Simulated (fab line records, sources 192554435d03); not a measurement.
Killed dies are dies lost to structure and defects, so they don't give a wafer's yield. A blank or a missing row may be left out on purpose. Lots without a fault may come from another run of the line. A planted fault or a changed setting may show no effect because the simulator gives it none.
Problem report in the 8D (eight disciplines) form, filled by code | flow n5_finfet | the parts of the form that need people (team, actions taken, sign-off) are left out

1. THE PROBLEM
etch_rf_on_time_s at N5_BEOL_M4_ETCH_74 reads a mean of 6.97 s on 1 wafer of 1 lot; wafers without a fault read 5.15 s with a standard deviation of 0.14. That is +13 standard deviations from the usual mean.
The step: etches underlayer in N2/H2, target depth 6.5 nm, time 5.2 s.
First seen on wafer L509.2, day 12 06:06, on rie_diel-03. The record holds 26 wafers of 9 lots with a number at this step. Rule for "out", or "out of limits": more than 4 standard deviations from the usual mean. The other wafers with a number count as sound.

2. WHAT IT IS AND WHAT IT IS NOT
question                    | is                | is not
which readings at this step | etch_rf_on_time_s | drypump_motor_current_A, oes_product_au, rf_vpp_V, showerhead_plenum_p_Torr, throttle_valve_pct
which lots                  | L509              | L491, L492, L497, L501, L504, L511, L512, L513
which wafers of those lots  | L509.2            | L509.1, L509.6
read on which tools         | rie_diel-03       | rie_diel-01, rie_diel-05
when                        | from day 12 06:06 | up to then (17 sound wafers); but 8 sound wafers of L511, L512, L513 came after

3. SUSPECTS, AND WHAT RULES EACH OUT
Counting: a tool at a process step up to the reading stays a suspect if it ran every lot that is out. Sound lots after the first of them don't rule it out here, since some wafers of a struck lot are sound.
- cmp-02 at N5_BEOL_M3_CMP_52 (polishes, stops on SiOC, t overpolish 6.8 s, target thk 40 nm): kept. It ran the lot that is out, L509 (day 12 03:19); its last sound lot up to then is L504 (day 10 16:37).
- rie_diel-03 at N5_BEOL_M4_ETCH_74 (etches underlayer in N2/H2, target depth 6.5 nm, time 5.2 s): kept. It ran the lot that is out, L509 (day 12 06:06); its last sound lot up to then is L501 (day 10 02:39). Its own readings are out on those wafers: etch_rf_on_time_s.
- Within cmp-02 at N5_BEOL_M3_CMP_52: the wafers that are out ran in chamber 0; their sound lot-mates ran in chambers 2, 3.
Left after counting: cmp-02 at N5_BEOL_M3_CMP_52, rie_diel-03 at N5_BEOL_M4_ETCH_74.

4. THE CAUSE (what the simulator had put in)
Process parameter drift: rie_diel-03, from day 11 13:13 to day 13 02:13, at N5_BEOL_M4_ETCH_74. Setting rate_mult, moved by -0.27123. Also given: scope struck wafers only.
Counting left 2 suspects, and this tool is among them.

5. THE CHAIN OF EFFECTS, in route order
Each row: a reading whose mean over the struck wafers that have a number lies more than 3 standard deviations from the usual. Only readings for which the record gives a usual standard deviation are gone through. hours: the time from each lot's start at the first step in this table that gives one to its start at this step, as a median over the lots. sigmas: the change in usual standard deviations.
hours | step               | reading           | usual  | on struck wafers | change | sigmas
0     | N5_BEOL_M4_ETCH_74 | etch_rf_on_time_s | 5.15 s | 6.97             | +1.82  | +13
The process steps in it:
- N5_BEOL_M4_ETCH_74: etches underlayer in N2/H2, target depth 6.5 nm, time 5.2 s.
Later measuring or inspecting steps at which every struck wafer that the step has a row for has a number for every such reading, and none has moved that far: N5_BEOL_M4_RC_MEAS_101.

6. WHAT WOULD HAVE CAUGHT IT SOONER
In this record the first reading out of limits was taken at day 12 06:06, 17 hours after the fault began at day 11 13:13.
